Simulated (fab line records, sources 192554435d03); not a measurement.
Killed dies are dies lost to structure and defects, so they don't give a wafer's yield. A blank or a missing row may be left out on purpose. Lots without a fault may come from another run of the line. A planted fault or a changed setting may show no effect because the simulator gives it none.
A struck lot beside a sound one | flow n5_finfet | 19 steps out of a route of 1938
Sound: wafers L685.1, L685.3, L685.5. Struck: wafers L671.3, L671.4, L671.6. The cause comes at the end.
At each step with rows: each side's tool, then ch and its chambers, then its first start. Under that, the readings that differ: sound wafers | struck wafers | difference of the means | sigmas: that difference in standard deviations of wafers without a fault.
alike: readings whose means differ by less than 2 such deviations, and words and numbers that are the same on both sides. not compared: withheld readings, readings that some wafer has no value for, bounds like >300 that may hide the same value, and numbers for which the record gives no deviation and whose values overlap.
The two part at a step that has a row with sigmas, a row that says differs or no value, or rows on one side only. Numbers that don't overlap but have no deviation are shown without sigmas and don't part them. A reading that every wafer of one side lacks parts them only if that side has two wafers or more.

first, 12 steps without rows for these wafers: N5_GATE_CUT_STRIP_42 (strips in O2); N5_GATE_CUT_ETCH_19 (etches SiNx in CH3F/O2, target depth 53.7 nm, time 76.7 s); N5_GATE_CUT_CUT_ETCH_53 (etches W in SF6/Cl2, target depth 79.2 nm); N5_GATE_CUT_CUT_ETCH_54 (etches TiN in Cl2/BCl3, target depth 96.7 nm); N5_GATE_CUT_CUT_ETCH_55 (etches HfO2 in BCl3, target depth 3.2 nm); N5_GATE_CUT_ETCH_47 (etches SiO2 in Cl2/BCl3, target depth 10 nm); N5_GATE_CUT_VAPOR_ETCH_48 (etches TiN in BCl3/Cl2); N5_GATE_CUT_VAPOR_ETCH_49 (etches TiAlC in BCl3/Cl2); N5_GATE_CUT_VAPOR_ETCH_51 (etches HfO2 in BCl3/Cl2); N5_GATE_CUT_STRIP_21 (strips in N2/H2, time 30 s); N5_GATE_CUT_STRIP_29 (strips in post etch residue remover, time 60 s); N5_GATE_CUT_SRD_52 (time 30 s).
N5_GATE_CUT_ALD_22: deposits SiNx, target thk 16 nm, pulse time 1 s, ald cycles 320.
  sound on ald_sin-01 ch 0,1, day 8 12:41; struck on ald_sin-04 ch 0,2,3, day 5 01:51
  no value came back on the struck wafers for ald_cycles, chamber_pressure_Torr (Torr), heater_power_w (W), precursor_pulse_height_rel; on the sound wafers ald_cycles reads 320 320 320
N5_GATE_CUT_CMP_23: polishes, stops on SiO2, t overpolish 23.4 s, target thk 16 nm.
  sound on cmp-02 ch 1,2, day 8 14:11; struck on cmp-01 ch 2,3, day 5 03:28
  reading                                      | sound           | struck            | difference | sigmas
  time_to_endpoint_s (s)                       | 18.4 18.4 18.7  | 123.2 137.8 130.0 | +111.8     | +41
  model.SiO2_of_GATE_CUT_HM_DEP_46.thk_nm (nm) | 103 100.8 105.4 | 15.2 17.4 14.8    | -87.3      |
  alike: motor_current_A, platen_rpm, retaining_ring_pressure_frac, slurry_flow_ml_min
N5_GATE_CUT_THK_MEAS_24:
  sound on film_metro-02, day 8 14:28; struck on film_metro-01, day 5 03:46
  reading          | sound             | struck            | difference | sigmas
  GC_FILL_THK (nm) | 219.9 214.8 221.1 | 130.7 134.9 130.9 | -86.4      | -41
then, 1 step without rows for these wafers: N5_GATE_CUT_CMP_43 (polishes SiO2).
N5_GATE_CUT_CMP_61: polishes, stops on SiNx, t overpolish 3 s.
  sound on cmp-02 ch 0,2,3, day 8 15:01; struck on cmp-02 ch 1,3, day 5 04:18
  reading                                      | sound | struck    | difference | sigmas
  model.SiO2_of_GATE_CUT_HM_DEP_46.thk_nm (nm) | 0 0 0 | 3.2 3.4 3 | +3.2       |
  alike: motor_current_A, platen_rpm, retaining_ring_pressure_frac, slurry_flow_ml_min
N5_BEOL_M4_RC_MEAS_101:
  the record has rows for the sound wafers here (prober-01 ch 0, day 12 03:11) and none for the struck ones
-- the record jumps here: 9 days lie between the struck wafers' starts before and after (it left off in module BEOL_M4 and takes up again in module PASSIVATION, whose first step shown is number 1936 of the route) --
N5_PASSIVATION_PROBE_49:
  the record has rows for the struck wafers here (prober-02, day 14 00:32) and none for the sound ones

WHERE THEY PART
First at N5_GATE_CUT_ALD_22; last, within this record, at N5_PASSIVATION_PROBE_49.

WHY: what the simulator had put in
Skipped step whole: ald_sin-04, from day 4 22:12 on, at N5_GATE_CUT_ALD_22. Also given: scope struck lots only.
